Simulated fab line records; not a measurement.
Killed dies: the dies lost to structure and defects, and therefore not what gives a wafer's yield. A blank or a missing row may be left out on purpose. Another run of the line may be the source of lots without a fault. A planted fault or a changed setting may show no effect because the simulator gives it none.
Split-lot study	flow n5Finfet	on a route of 1938 steps: 7 lots, 21 wafers read

== THE SPLIT ITSELF ==
At N5_SD_EPI_N_PEB_07 (peb time 60 s), the setting pebTempC was moved away from the recipe's 110 C on 3 of the 21 wafers read, by -1.8% to +3.0%. All remaining wafers had this setting at the recipe value.

== THE PATH FROM SPLIT TO READING: the file shows 1 step between them ==
- N5_SD_EPI_N_DEVELOP_08: develop time 30 s

== THE READING ==
At N5_SD_EPI_N_CD_MEAS_09: cdNm in nanometres, against a target cd of 120 nm. Fault-free wafers of this fab line usually give 120.0 nm, standard deviation 0.61 nm.

wafer	tool, chamber at the split	pebTempC as run, C	against the recipe	cdNm, nm	against lot-mates on the recipe
L083.1	lithoTrack-03, 0	110	recipe	118.9	-
L083.2	lithoTrack-03, 0	110	recipe	119.2	-
L083.6	lithoTrack-03, 0	110	recipe	118.0	-
L084.1	lithoTrack-05, 0	110	recipe	120.7	-
L084.5	lithoTrack-05, 0	113.3	+3.0%	128.2	+7.8
L084.6	lithoTrack-05, 0	110	recipe	120.1	-
L085.1	lithoTrack-03, 0	110	recipe	119.4	-
L085.2	lithoTrack-03, 0	108.5	-1.4%	116.0	-3.4
L085.4	lithoTrack-03, 0	110	recipe	119.4	-
L089.3	lithoTrack-03, 0	110	recipe	119.4	-
L089.4	lithoTrack-03, 0	110	recipe	119.5	-
L089.6	lithoTrack-03, 0	110	recipe	119.3	-
L090.2	lithoTrack-02, 0	110	recipe	119.4	-
L090.4	lithoTrack-02, 0	110	recipe	119.2	-
L090.5	lithoTrack-02, 0	110	recipe	119.4	-
L092.1	lithoTrack-03, 0	110	recipe	120.5	-
L092.3	lithoTrack-03, 0	110	recipe	121.1	-
L092.5	lithoTrack-03, 0	110	recipe	120.2	-
L095.2	lithoTrack-05, 0	110	recipe	119.8	-
L095.5	lithoTrack-05, 0	108	-1.8%	114.8	-5.2
L095.6	lithoTrack-05, 0	110	recipe	120.2	-

FIT RESULTS
A straight line over all 21 wafers: cdNm changes by +2.78 nm for each +1% of pebTempC; r = +0.96; the points scatter about the line by 0.69 nm.
The same after taking each lot's own level away (the mean of its wafers on the recipe; 21 wafers): +2.65 nm for each +1%; r = +0.99; scatter 0.3 nm.
The reading moves by 7.9 nm for the largest change in pebTempC, on that fit.
From 118.70 to 120.60 nm: that is the span of the lots' own levels, equal to 3.1 times the standard deviation above.
Consequently the slope shifts little with the lot-to-lot level, the two slopes agreeing.
Check: +8.2 nm against its lot-mates is what the line predicts for one of the wafers moved furthest among these (+3.0%) when that wafer is left out of the fit. Against them it came out at +7.8 nm.

== OTHER SPLITS ON THESE WAFERS ==
Other splits were also applied to these wafers ahead of the reading. Each is held against what the fit with the lots' levels taken away leaves over:
other split on the same wafers	wafers away from the commonest value	r with cdNm (lot level and that fit taken away)
N5_ZERO_LAYER_PECVD_02 timeS	4	-0.06
N5_WELL_APT_EXPOSE_22 doseMj	7	-0.05
N5_WELL_APT_DESCUM_30 timeS	3	+0.03
N5_FIN_SAQP_ETCH_65 timeS	6	+0.10
N5_DUMMY_GATE_HM_DEP_06 timeS	12	+0.09
N5_DUMMY_GATE_COAT_34 spinRpm	10	-0.10

== THE WHOLE CHAIN: every reading that the file lists as answering this split, in the file's order ==
step	what it does	reading	change (the file's fit)	r (the file's)
N5_SD_EPI_N_CD_MEAS_09	target cd 120 nm	cdNm	+2.65 nm for each +1% of the setting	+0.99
N5_SD_EPI_N_DESCUM_14	chemistry O2, time 7.9 s	SD_EPI_N.cdNm (the simulator's own value, which no gauge read)	+2.72 nm for each +1% of the setting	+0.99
N5_SD_EPI_N_ETCH_35	etches SOC in N2/H2, overetch 108 nm, time 486 s	SD_EPI_N.cdNm (the simulator's own value, which no gauge read)	+2.77 nm for each +1% of the setting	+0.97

== THE FILE'S OWN FIT ==
cdNm changes by +2.65 nm for each +1% of pebTempC, r = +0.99.
